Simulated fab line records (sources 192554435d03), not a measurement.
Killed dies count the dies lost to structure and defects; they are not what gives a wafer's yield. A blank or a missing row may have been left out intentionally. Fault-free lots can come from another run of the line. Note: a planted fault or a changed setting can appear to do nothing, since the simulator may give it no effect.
Chamber matching | flow n5_finfet | rie_diel-04 running N5_BEOL_M9_ETCH_65: 4 sister chambers
The step etches SiARC in CF4, target depth 15.6 nm, time 26 s. 4 wafers are shown with their chamber, then 12 later ones without.

WAFERS PAIRED WITH THEIR CHAMBERS
wafer  | chamber | showerhead_plenum_p_Torr (Torr)
L083.6 | 2       | 2.19
L086.3 | 3       | 2.03
L085.5 | 0       | 2.19
L085.6 | 1       | 2.15

WAFERS WITH NO CHAMBER GIVEN
wafer  | showerhead_plenum_p_Torr (Torr)
L088.1 | 2.19
L088.3 | 2.15
L088.4 | 2.03
L089.1 | 2.15
L089.4 | 2.19
L089.5 | 2.15
L093.3 | 2.19
L093.4 | 2.19
L093.6 | 2.02
L096.2 | 2.02
L096.4 | 2.18
L096.6 | 2.18

THE CHAMBER EACH PASSED THROUGH
wafer  | from the rows above     | in truth
L088.1 | can't be placed: 0 or 2 | 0
L088.3 | 1                       | 1
L088.4 | 3                       | 3
L089.1 | 1                       | 1
L089.4 | can't be placed: 0 or 2 | 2
L089.5 | 1                       | 1
L093.3 | can't be placed: 0 or 2 | 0
L093.4 | can't be placed: 0 or 2 | 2
L093.6 | 3                       | 3
L096.2 | 3                       | 3
L096.4 | can't be placed: 0 or 2 | 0
L096.6 | can't be placed: 0 or 2 | 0
6 of 12 placed correctly. Unplaceable from these rows: 6, with the true chamber sitting among the candidates in 6. 0 placed wrongly.
How it was worked out, from the rows above alone: a wafer's distance from a chamber is the root of the sum, over the readings, of the square of ((its reading less the chamber's mean) divided by the reading's scatter). If the next closest chamber is less than 2 further off than the closest, the wafer can't be placed; otherwise it belongs to the closest. Each chamber's mean is taken over the wafers shown for it. The scatter: root of mean squared gap, hidden wafer to nearest shown wafer, with one shown wafer a chamber.
